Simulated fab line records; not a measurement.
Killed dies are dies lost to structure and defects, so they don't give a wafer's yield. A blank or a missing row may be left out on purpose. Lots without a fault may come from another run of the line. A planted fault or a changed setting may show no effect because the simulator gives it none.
fab line records	flow n5Finfet
[record] lots = 14	wafers = 41	lastDay = 18
route steps=1938 shown BEOL_M3@933 BEOL_M4@1111
lots that met no fault: from a run of the same line without faults
startH: start of the lot's first displayed wafer, in hours after the record's first day	waitH: hours since the lot's step before	" unchanged from the row above	L1.1+2: a row that stands for several wafers	- no value present, or no start provided	* or withheld: withheld	< > ~ a bound
route shown NAME@n: names a module that has steps shown in the file, with the first one's number in the route	usual: mean/standard deviation taken from wafers without a fault	same: alike in all rows	chamber/n: place in a boat	sites: per-site readings	_std_site: standard deviation of those values	_edge_site: inner sites' mean taken away from outer sites' mean	radiusMm: how far each site lies from the wafer's centre	mask NAME#n: copy n	behind: the tool/chamber that last shaped the wafer	hold: why the lot was held/for how many hours/how that ended	device: transistor that didn't switch, given as n, p or np	end of line: tests of these same wafers at the route's end	step lacking rows: just its recipe	killed: dies that structure and defects cost at the first sort, which is not the same as the wafer's yield	map: shows each die of a wafer: x if killed, . if not, _ if none is there
set.NAME: the setting the step ran with; set.NAME@STEP: the setting that earlier step ran with	model.NAME: the simulator's own value behind a step, which no gauge read
one table for each step of the route and one row for each wafer, over a sample of lots
services: from which hour (startH, from the record's first day; less than 0 if before it) a tool's chamber was out of use, for how many hours, and why
[[steps]]
[step N5_BEOL_M3_PECVD_72]
[recipe] material = SiO2	targetThkA = 160	tempC = 400	precursor = TEOS/O2	pressureTorr = 5.5	rfW = 450	teosFlowSccm = 53.8	gas = O2	flowSccm = 3000	timeS = 18
[usual] heaterPowerOuterW = 422/65	heaterPowerW = 731/78	showerheadPlenumPTorr = 8.80/0.069	throttleValvePct = 22.1/1.1
lot.wafer	tool	chamber	startH	waitH	heaterPowerOuterW	heaterPowerW	showerheadPlenumPTorr	throttleValvePct
L995.2	pecvd-02	1	150.07	0.0	312	575	8.83	22.2
L995.3	"	0	"	"	417	728	8.81	23.2
L995.6	"	2	"	"	544	844	8.75	21.4
L996.1	pecvd-02	0	173.64	0.0	394	694	8.82	23.2
L996.3	"	2	"	"	544	860	8.77	21.2
L996.6	"	1	"	"	401	716	8.83	22.1
L997.2	pecvd-03	2	182.38	0.0	378	649	8.82	22.8
L997.6	"	0	"	"	324	603	8.98	20.9
L999.1	pecvd-02	0	183.03	0.0	447	752	8.80	23.1
L999.5	"	2	"	"	514	818	8.74	21.6
L999.6	"	0	"	"	442	770	8.82	23.2
L100.1	pecvd-02	0	184.29	0.0	466	767	8.80	23.2
L100.3	"	1	"	"	395	709	8.83	22.2
L100.5	"	0	"	"	460	777	8.78	22.9
L102.2	pecvd-02	2	185.77	0.0	568	880	8.77	21.5
L102.3	"	0	"	"	366	633	8.79	22.9
L102.4	"	2	"	"	556	860	8.76	21.4
L103.1	pecvd-02	0	197.19	0.0	413	696	8.80	22.7
L103.5	"	1	"	"	370	667	8.79	22.5
L103.6	"	2	"	"	569	842	8.75	21.3
L104.3	pecvd-03	0	203.69	0.1	374	662	8.96	21.0
L104.4	"	1	"	"	442	767	8.79	24.1
L104.6	"	1	"	"	450	791	8.79	24.2
L105.1	pecvd-02	0	220.95	0.0	354	648	8.79	23.1
L105.3	"	1	"	"	408	712	8.79	22.3
L105.5	"	2	"	"	521	802	8.73	21.5
L107.2	pecvd-04	1	225.77	0.0	440	717	8.73	22.9
L107.5	"	1	"	"	440	750	8.72	22.7
L107.6	"	0	"	"	432	841	8.77	23.0
L110.3	pecvd-03	2	255.17	0.0	372	642	8.82	21.1
L110.4	"	2	"	"	363	655	8.81	21.0
L110.6	"	1	"	"	369	695	8.79	23.9
L113.3	pecvd-02	0	262.28	0.0	459	807	8.77	21.0
L113.5	"	0	"	"	463	802	8.79	20.9
L113.6	"	1	"	"	377	680	8.81	22.3
L116.4	pecvd-02	1	285.28	0.1	335	638	8.83	22.3
L116.5	"	2	"	"	543	816	8.75	21.7
L116.6	"	0	"	"	441	777	8.81	20.9
L117.2	pecvd-03	1	285.73	0.0	467	802	8.77	24.2
L117.3	"	1	"	"	467	809	8.78	24.0
L117.6	"	1	"	"	471	790	8.79	24.4
[step N5_BEOL_M3_HM_DEP_02]
[recipe] material = TiN	targetThkA = 200	tempC = 25	chamberPressurePa = 0.49996
[usual] throttleValvePct = 30.0/0.8
lot.wafer	tool	chamber	startH	waitH	throttleValvePct
L995.2	pvdSputter-02	-	150.98	0.9	28.7
L995.3	"	-	"	"	27.4
L995.6	"	-	"	"	27.7
L996.1	pvdSputter-01	-	174.51	0.9	29.4
L996.3	"	-	"	"	29.6
L996.6	"	-	"	"	30.0
L997.2	pvdSputter-01	-	185.04	2.6	30.3
L997.6	"	-	"	"	29.9
L999.1	pvdSputter-01	-	185.34	2.3	30.5
L999.5	"	-	"	"	29.6
L999.6	"	-	"	"	29.2
L100.1	pvdSputter-01	-	185.44	1.1	30.1
L100.3	"	-	"	"	29.9
L100.5	"	-	"	"	29.7
L102.2	pvdSputter-01	-	186.58	0.8	30.4
L102.3	"	-	"	"	29.8
L102.4	"	-	"	"	30.0
L103.1	pvdSputter-01	-	197.25	0.0	29.9
L103.5	"	-	"	"	30.2
L103.6	"	-	"	"	30.1
L104.3	pvdSputter-03	-	204.10	0.4	29.9
L104.4	"	-	"	"	30.4
L104.6	"	-	"	"	30.6
L105.1	pvdSputter-02	-	221.58	0.6	27.8
L105.3	"	-	"	"	30.1
L105.5	"	-	"	"	29.8
L107.2	pvdSputter-03	-	228.01	2.2	30.3
L107.5	"	-	"	"	31.2
L107.6	"	-	"	"	29.9
L110.3	pvdSputter-02	-	255.58	0.4	27.6
L110.4	"	-	"	"	28.4
L110.6	"	-	"	"	29.9
L113.3	pvdSputter-03	-	262.98	0.7	30.1
L113.5	"	-	"	"	30.7
L113.6	"	-	"	"	29.8
L116.4	pvdSputter-02	-	286.51	1.2	30.4
L116.5	"	-	"	"	30.7
L116.6	"	-	"	"	27.7
L117.2	pvdSputter-03	-	286.69	0.9	30.0
L117.3	"	-	"	"	30.6
L117.6	"	-	"	"	30.3
[step N5_BEOL_M3_INSPECT_13]
[recipe] mode = adi	inspectInstrument = brightfield
[usual] rawDefectCount = 413/93
lot.wafer	tool	chamber	startH	waitH	rawDefectCount
L995.2	defectInspect-01	-	151.46	0.0	406
L995.3	"	-	"	"	381
L995.6	"	-	"	"	458
L996.1	defectInspect-01	-	175.00	0.1	327
L996.3	"	-	"	"	297
L996.6	"	-	"	"	272
L997.2	defectInspect-02	-	185.65	0.0	519
L997.6	"	-	"	"	543
L999.1	defectInspect-02	-	185.82	0.1	507
L999.5	"	-	"	"	403
L999.6	"	-	"	"	431
L100.1	defectInspect-02	-	186.05	0.1	312
L100.3	"	-	"	"	391
L100.5	"	-	"	"	344
L102.2	defectInspect-01	-	187.06	0.0	305
L102.3	"	-	"	"	460
L102.4	"	-	"	"	430
L103.1	defectInspect-01	-	197.73	0.1	248
L103.5	"	-	"	"	405
L103.6	"	-	"	"	351
L104.3	defectInspect-02	-	204.57	0.0	320
L104.4	"	-	"	"	407
L104.6	"	-	"	"	324
L105.1	defectInspect-01	-	222.05	0.1	648
L105.3	"	-	"	"	404
L105.5	"	-	"	"	432
L107.2	defectInspect-02	-	228.49	0.0	496
L107.5	"	-	"	"	505
L107.6	"	-	"	"	347
L110.3	defectInspect-01	-	256.06	0.0	329
L110.4	"	-	"	"	444
L110.6	"	-	"	"	331
L113.3	defectInspect-01	-	263.46	0.0	335
L113.5	"	-	"	"	205
L113.6	"	-	"	"	339
L116.4	defectInspect-02	-	287.13	0.0	471
L116.5	"	-	"	"	384
L116.6	"	-	"	"	330
L117.2	defectInspect-02	-	287.29	0.0	439
L117.3	"	-	"	"	307
L117.6	"	-	"	"	387
[step N5_BEOL_M3_ETCH_64]
[recipe] chemistry = N2/H2	target = SOC	targetDepthA = 750	overetchA = 150	maskMaterial = SiARC	tempC = 40	timeS = 112.5	ionEnergyEv = 200	pressureMtorr = 30	sourceW = 840	biasW = 150	n2FlowSccm = 200	h2FlowSccm = 200
[usual] biasW = 150.0/0.47	chamberPressureMTorr = 29.997/0.027	drypumpMotorCurrentA = 5.8/0.49	oesProductAu = 0.64/0.055	rfVppV = 524.0/2.2	showerheadPlenumPTorr = 2.53/0.077	tempC = 40.00/0.11	throttleValvePct = 17.69/0.27
lot.wafer	tool	chamber	startH	waitH	biasW	chamberPressureMTorr	drypumpMotorCurrentA	oesProductAu	rfHoursCounterH	rfVppV	showerheadPlenumPTorr	tempC	throttleValvePct
L995.2	rieDiel-05	0	151.76	0.0	150.3	29.943	5.1	0.57	179	521.0	2.45	40.13	17.86
L995.3	"	3	"	"	149.9	29.983	5.8	0.57	193	526.5	2.64	40.10	18.16
L995.6	"	0	"	"	150.1	29.963	5.1	0.57	-	521.3	2.44	40.13	17.88
L996.1	rieDiel-03	0	175.16	0.0	150.0	29.968	6.1	0.66	58	525.2	2.58	39.85	18.02
L996.3	"	2	"	"	150.8	30.003	5.8	0.62	106	524.1	2.57	40.04	17.60
L996.6	"	2	"	"	150.5	30.004	5.8	0.62	-	526.1	2.57	40.07	17.61
L997.2	rieDiel-01	0	185.76	0.0	149.5	30.016	5.5	0.71	25	522.5	2.47	39.98	17.53
L997.6	"	2	"	"	149.9	30.017	5.3	0.72	-	523.5	2.45	39.83	17.26
L999.1	rieDiel-01	0	185.99	0.0	150.4	29.993	5.5	0.70	25	522.5	2.47	40.10	17.52
L999.5	"	1	"	"	150.2	30.002	5.4	0.69	-	523.7	2.48	40.09	17.23
L999.6	"	0	"	"	150.6	29.970	5.5	0.70	-	522.4	2.47	39.87	17.52
L100.1	rieDiel-03	3	186.16	0.0	150.1	30.023	6.6	0.71	32	527.7	2.70	40.11	17.59
L100.3	"	1	"	"	149.8	29.951	6.6	0.61	157	524.3	2.52	40.08	17.77
L100.5	"	2	"	"	149.8	29.968	5.8	0.63	-	524.2	2.57	40.04	17.64
L102.2	rieDiel-01	3	187.32	0.0	149.1	29.948	6.1	0.67	51	526.1	2.58	40.00	17.67
L102.3	"	1	"	"	149.6	30.025	5.4	0.69	34	522.6	2.48	40.00	17.25
L102.4	"	0	"	"	150.5	30.009	5.5	0.70	26	521.6	2.47	40.04	17.53
L103.1	rieDiel-03	0	199.11	0.0	149.3	29.988	6.0	0.65	67	525.7	2.58	40.12	18.01
L103.5	"	3	"	"	150.1	29.984	6.5	0.70	-	528.0	2.69	39.97	17.61
L103.6	"	0	"	"	149.8	30.015	6.1	0.65	-	525.0	2.58	40.16	18.03
L104.3	rieDiel-05	3	204.90	0.1	150.1	30.000	5.8	0.57	-	525.9	2.63	40.14	18.16
L104.4	"	2	"	"	150.7	29.969	5.0	0.67	-	521.5	2.45	39.74	17.71
L104.6	"	3	"	"	150.2	30.064	5.8	0.57	-	526.7	2.63	40.02	18.16
L105.1	rieDiel-03	3	222.64	0.0	150.7	30.012	6.5	0.69	46	528.4	2.69	39.87	17.62
L105.3	"	2	"	"	150.3	30.000	5.8	0.61	124	523.0	2.56	39.98	17.65
L105.5	"	3	"	"	150.0	29.969	6.5	0.68	-	527.2	2.69	39.76	17.62
L107.2	rieDiel-03	1	228.60	0.0	151.2	30.042	6.6	0.60	172	523.6	2.52	39.91	17.77
L107.5	"	2	"	"	150.0	30.004	5.8	0.61	-	525.1	2.56	39.90	17.65
L107.6	"	1	"	"	150.9	30.035	6.6	0.61	-	523.3	2.52	39.88	17.75
L110.3	rieDiel-01	1	256.18	0.0	-	-	-	-	-	-	-	-	-
L110.4	"	2	"	"	-	-	-	-	-	-	-	-	-
L110.6	"	0	"	"	-	-	-	-	-	-	-	-	-
L113.3	rieDiel-03	2	263.60	0.0	-	-	-	-	-	-	-	-	-
L113.5	"	1	"	"	-	-	-	-	-	-	-	-	-
L113.6	"	2	"	"	-	-	-	-	-	-	-	-	-
L116.4	rieDiel-03	2	287.28	0.0	150.4	30.011	5.8	0.60	143	523.8	2.55	40.04	17.69
L116.5	"	2	"	"	150.2	29.956	5.8	0.59	-	524.8	2.55	40.03	17.68
L116.6	"	1	"	"	150.2	30.011	6.6	0.59	-	521.9	2.51	40.10	17.81
L117.2	rieDiel-03	2	287.55	0.0	149.7	29.985	5.8	0.60	143	521.8	2.55	39.98	17.67
L117.3	"	0	"	"	149.7	29.986	6.0	0.63	94	524.7	2.57	40.10	18.08
L117.6	"	3	"	"	149.4	30.003	6.5	0.67	-	527.5	2.68	39.96	17.65
[step N5_BEOL_M3_HM_OPEN_17]
[recipe] chemistry = Cl2/BCl3	targetDepthA = 200	overetchA = 60	target = TiN	maskMaterial = SOC	ionEnergyEv = 150	pressureMtorr = 10	icpW = 1000	biasW = 126	Cl2_flow_sccm = 53.25	bcl3FlowSccm = 21.75	Ar_flow_sccm = 25
[usual] drypumpMotorCurrentA = 5.6/0.39	oesProductAu = 0.64/0.11	throttleValvePct = 22.24/0.19
lot.wafer	tool	chamber	startH	waitH	drypumpMotorCurrentA	oesProductAu	rfHoursCounterH	throttleValvePct
L995.2	rieMetal-03	1	151.93	0.0	5.3	0.54	119	22.37
L995.3	"	0	"	"	5.9	0.68	-	22.29
L995.6	"	0	"	"	5.9	0.67	-	22.31
L996.1	rieMetal-01	1	175.33	0.0	5.0	0.53	102	22.26
L996.3	"	1	"	"	5.0	0.54	-	22.24
L996.6	"	0	"	"	6.2	0.49	-	22.07
L997.2	rieMetal-01	1	185.96	0.1	5.0	0.54	-	22.26
L997.6	"	1	"	"	5.0	0.55	-	22.26
L999.1	rieMetal-01	1	186.15	0.0	5.0	0.55	105	22.24
L999.5	"	1	"	"	5.0	0.55	-	22.23
L999.6	"	1	"	"	5.0	0.55	-	22.25
L100.1	rieMetal-03	0	186.33	0.0	5.9	0.66	32	22.28
L100.3	"	1	"	"	5.3	0.54	-	22.38
L100.5	"	0	"	"	5.9	0.67	-	22.29
L102.2	rieMetal-03	1	187.49	0.0	5.4	0.54	122	22.38
L102.3	"	1	"	"	5.3	0.54	-	22.36
L102.4	"	0	"	"	5.9	0.66	-	22.28
L103.1	rieMetal-02	1	199.27	0.0	5.8	0.53	124	22.41
L103.5	"	1	"	"	5.8	0.53	-	22.40
L103.6	"	0	"	"	5.8	0.81	-	22.15
L104.3	rieMetal-02	1	205.11	0.1	5.8	0.52	-	22.41
L104.4	"	0	"	"	5.8	0.81	-	22.16
L104.6	"	1	"	"	5.8	0.52	-	22.42
L105.1	rieMetal-03	1	222.81	0.0	5.4	0.54	127	22.40
L105.3	"	0	"	"	5.9	0.67	-	22.29
L105.5	"	0	"	"	5.9	0.67	-	22.29
L107.2	rieMetal-01	0	228.77	0.0	6.2	0.80	3	21.67
L107.5	"	1	"	"	5.0	0.54	-	22.24
L107.6	"	0	"	"	6.2	0.80	-	21.69
L110.3	rieMetal-03	1	256.37	0.1	5.3	0.36	-	22.89
L110.4	"	0	"	"	5.9	0.30	-	22.97
L110.6	"	0	"	"	5.9	0.29	-	22.98
L113.3	rieMetal-03	1	263.80	0.1	5.3	0.35	-	22.89
L113.5	"	1	"	"	5.3	0.35	-	22.89
L113.6	"	0	"	"	5.9	0.28	-	22.96
L116.4	rieMetal-01	1	287.48	0.1	5.0	0.53	-	22.27
L116.5	"	1	"	"	5.0	0.53	-	22.25
L116.6	"	0	"	"	6.2	0.76	-	21.69
L117.2	rieMetal-02	1	287.75	0.1	5.7	0.77	-	22.14
L117.3	"	1	"	"	5.8	0.77	-	22.13
L117.6	"	1	"	"	5.8	0.77	-	22.12
[step N5_BEOL_M3_CD_MEAS_18]
[recipe] pitchNm = 36	targetCdNm = 18
[usual] cdNm = 18.1/0.42
lot.wafer	tool	chamber	startH	waitH	cdNm
L995.2	cdSem-03	-	152.12	0.1	18.3
L995.3	"	-	"	"	17.8
L995.6	"	-	"	"	18.8
L996.1	cdSem-02	-	175.62	0.0	18.4
L996.3	"	-	"	"	17.5
L996.6	"	-	"	"	18.5
L997.2	cdSem-03	-	186.20	0.1	17.9
L997.6	"	-	"	"	17.8
L999.1	cdSem-02	-	186.63	0.0	18.1
L999.5	"	-	"	"	17.6
L999.6	"	-	"	"	17.9
L100.1	cdSem-01	-	186.67	0.0	18.2
L100.3	"	-	"	"	17.9
L100.5	"	-	"	"	18.1
L102.2	cdSem-02	-	187.89	0.1	18.2
L102.3	"	-	"	"	17.7
L102.4	"	-	"	"	19.0
L103.1	cdSem-03	-	199.51	0.0	18.4
L103.5	"	-	"	"	18.1
L103.6	"	-	"	"	18.6
L104.3	cdSem-02	-	205.27	0.1	18.4
L104.4	"	-	"	"	18.3
L104.6	"	-	"	"	18.5
L105.1	cdSem-03	-	223.08	0.0	18.3
L105.3	"	-	"	"	18.9
L105.5	"	-	"	"	18.4
L107.2	cdSem-01	-	228.99	0.1	18.2
L107.5	"	-	"	"	18.0
L107.6	"	-	"	"	17.8
L110.3	cdSem-02	-	256.57	0.1	-
L110.4	"	-	"	"	-
L110.6	"	-	"	"	-
L113.3	cdSem-01	-	263.96	0.1	-
L113.5	"	-	"	"	-
L113.6	"	-	"	"	-
L116.4	cdSem-01	-	287.78	0.1	18.0
L116.5	"	-	"	"	17.9
L116.6	"	-	"	"	17.8
L117.2	cdSem-02	-	287.99	0.1	18.6
L117.3	"	-	"	"	18.4
L117.6	"	-	"	"	18.7
[step N5_BEOL_M4_RC_MEAS_101]
[usual] DIBL_N = 37.2/2.5	DIBL_P = 38/3	IOFF_N = 0.17/0.044	IOFF_P = 0.24/0.059	ION_N = 667/13	ION_P = 461/7.9	SS_N = 71.8/0.86	SS_P = 73.6/0.92	VT_N = 250/4.1	VT_P = -249/3.9
lot.wafer	tool	chamber	startH	waitH	DIBL_N[mV/V]	DIBL_P[mV/V]	IOFF_N[nA/um]	IOFF_P[nA/um]	ION_N[uA/um]	ION_P[uA/um]	SS_N[mV/dec]	SS_P[mV/dec]	VT_N[mV]	VT_P[mV]
L995.2	prober-01	0	178.96	0.2	36.9	38	0.17	0.23	685	466	72.0	73.9	250	-247
L995.3	"	0	"	"	36.7	37	0.15	0.21	656	460	71.8	72.6	252	-253
L995.6	"	0	"	"	39.7	41	0.22	0.31	682	468	73.0	74.0	245	-243
L996.1	prober-01	0	203.19	0.0	36.7	39	0.18	0.24	673	467	71.5	73.7	248	-250
L996.3	"	0	"	"	39.3	41	0.23	0.29	680	466	72.2	74.8	244	-248
L996.6	"	0	"	"	37.2	39	0.17	0.25	668	456	72.2	74.6	247	-250
L997.2	prober-01	0	211.06	0.2	35.1	35	0.12	0.19	652	454	72.0	72.7	254	-250
L997.6	"	0	"	"	40.2	42	0.23	0.34	677	461	73.0	75.4	245	-245
L999.1	prober-01	0	212.72	0.0	38.4	38	0.17	0.24	684	465	71.6	74.1	251	-251
L999.5	"	0	"	"	37.4	38	0.16	0.23	667	460	72.3	73.9	254	-250
L999.6	"	0	"	"	39.7	40	0.20	0.29	682	475	72.5	74.6	248	-246
L100.1	prober-01	0	214.05	0.0	30.9	31	0.08	0.13	630	442	70.1	71.6	263	-256
L100.3	"	0	"	"	34.6	35	0.12	0.18	668	462	70.9	72.9	254	-254
L100.5	"	0	"	"	34.8	35	0.13	0.18	656	452	70.5	73.3	252	-253
L102.2	prober-02	0	216.51	0.2	38.5	38	0.18	0.27	677	480	71.3	73.6	249	-244
L102.3	"	0	"	"	37.5	37	0.15	0.23	658	460	71.7	73.5	252	-247
L102.4	"	0	"	"	37.5	36	0.16	0.22	670	459	71.0	73.3	247	-246
L103.1	prober-02	0	222.51	0.0	38.5	41	0.19	0.27	672	464	72.4	74.5	252	-248
L103.5	"	0	"	"	37.0	38	0.17	0.23	666	463	71.6	73.1	249	-248
L103.6	"	0	"	"	39.3	41	0.20	0.28	677	466	72.4	74.2	250	-246
L104.3	prober-01	0	233.36	0.3	38.9	40	0.23	0.27	681	462	73.0	74.5	246	-250
L104.4	"	0	"	"	35.6	37	0.16	0.22	665	454	72.6	73.7	251	-251
L104.6	"	0	"	"	34.8	35	0.14	0.18	657	449	71.6	72.8	254	-253
L105.1	prober-02	0	242.56	0.0	38.9	40	0.21	0.27	679	464	72.4	74.0	248	-246
L105.3	"	0	"	"	36.1	38	0.15	0.23	646	446	71.6	74.0	252	-253
L105.5	"	0	"	"	36.7	39	0.16	0.23	671	465	71.4	73.3	250	-249
L107.2	prober-02	0	253.90	0.2	34.6	37	0.16	0.22	666	461	71.6	72.7	248	-247
L107.5	"	0	"	"	36.5	40	0.19	0.27	681	469	71.9	73.8	246	-246
L107.6	"	0	"	"	36.0	38	0.18	0.22	671	461	71.8	74.0	247	-251
L117.2	prober-02	0	314.24	0.2	32.1	33	0.11	0.15	655	449	70.3	71.7	254	-254
L117.3	"	0	"	"	32.5	32	0.11	0.15	664	453	70.4	72.1	255	-256
L117.6	"	0	"	"	34.2	36	0.14	0.19	672	465	70.5	72.6	252	-251
L116.4	prober-01	0	315.86	0.5	39.9	38	0.18	0.24	658	458	72.5	72.9	251	-249
L116.5	"	0	"	"	39.3	38	0.16	0.25	663	462	72.0	73.2	253	-246
L116.6	"	0	"	"	35.9	33	0.12	0.19	657	451	71.3	71.8	257	-251
[[services]]
tool	chamber	startH	hours	kind
pecvd-04	0	131.15	6.1	repair
rieDiel-03	-	134.45	2.8	pm
pvdSputter-02	-	138.18	3.5	repair
rieDiel-05	-	139.00	2.8	pm
rieMetal-02	1	144.34	5.8	repair
rieMetal-03	-	145.86	2.8	pm
rieDiel-05	3	158.44	5.2	repair
rieMetal-03	1	176.82	6.0	repair
rieDiel-05	-	183.76	15.6	pm
rieMetal-03	0	191.21	15.5	repair
rieDiel-05	0	200.72	8.9	repair
rieDiel-05	1	203.12	7.6	repair
rieDiel-05	3	215.05	2.0	repair
pecvd-02	0	226.95	-	clean
pecvd-02	0	226.95	29.5	scheduledDown
pecvd-02	0	226.95	29.5	ventCycle
pecvd-03	-	227.45	0.9	repair
pecvd-02	0	256.45	2.1	scheduledDown
rieDiel-03	3	256.81	3.9	repair
pecvd-02	-	266.68	5.9	repair
rieMetal-03	0	277.46	1.2	repair
rieMetal-02	0	281.18	8.2	repair
pecvd-03	2	281.80	4.3	repair
rieMetal-01	-	282.30	2.8	pm
[[key]]
[firstSign] step = N5_BEOL_M3_ETCH_64	reading = toolRecord	direction = missing
[effect] step = N5_BEOL_M3_HM_OPEN_17	reading = oesProductAu	direction = down	sigmas = 3	usual = 0.64	struck = 0.32
[effect] step = N5_BEOL_M3_CD_MEAS_18	reading = cdNm	direction = missing
metAt N5_BEOL_M3_ETCH_64
struckLots L110,L113
laterRowsLeftOut L110.3,L110.4,L110.6,L113.3,L113.5,L113.6
sortLeftOut L110.3,L110.4,L110.6,L113.3,L113.5,L113.6
notActingAt N5_BEOL_M3_PECVD_72,N5_BEOL_M3_HM_DEP_02,N5_BEOL_M3_INSPECT_13
onsetBetween 228.60 256.18
[fault] kind = skippedStepWhole	tool = rieDiel-01,rieDiel-03	chamber = -	onsetH = 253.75	steps = N5_BEOL_M3_ETCH_64	scope = struckLotsOnly
// sortLeftOut: the simulated sort isn't trusted on such a fault, so these wafers' sort isn't shown, and their yield isn't known
// laterRowsLeftOut: the simulator's readings of these wafers behind a module that went badly wrong aren't trusted and aren't shown, but for the sort
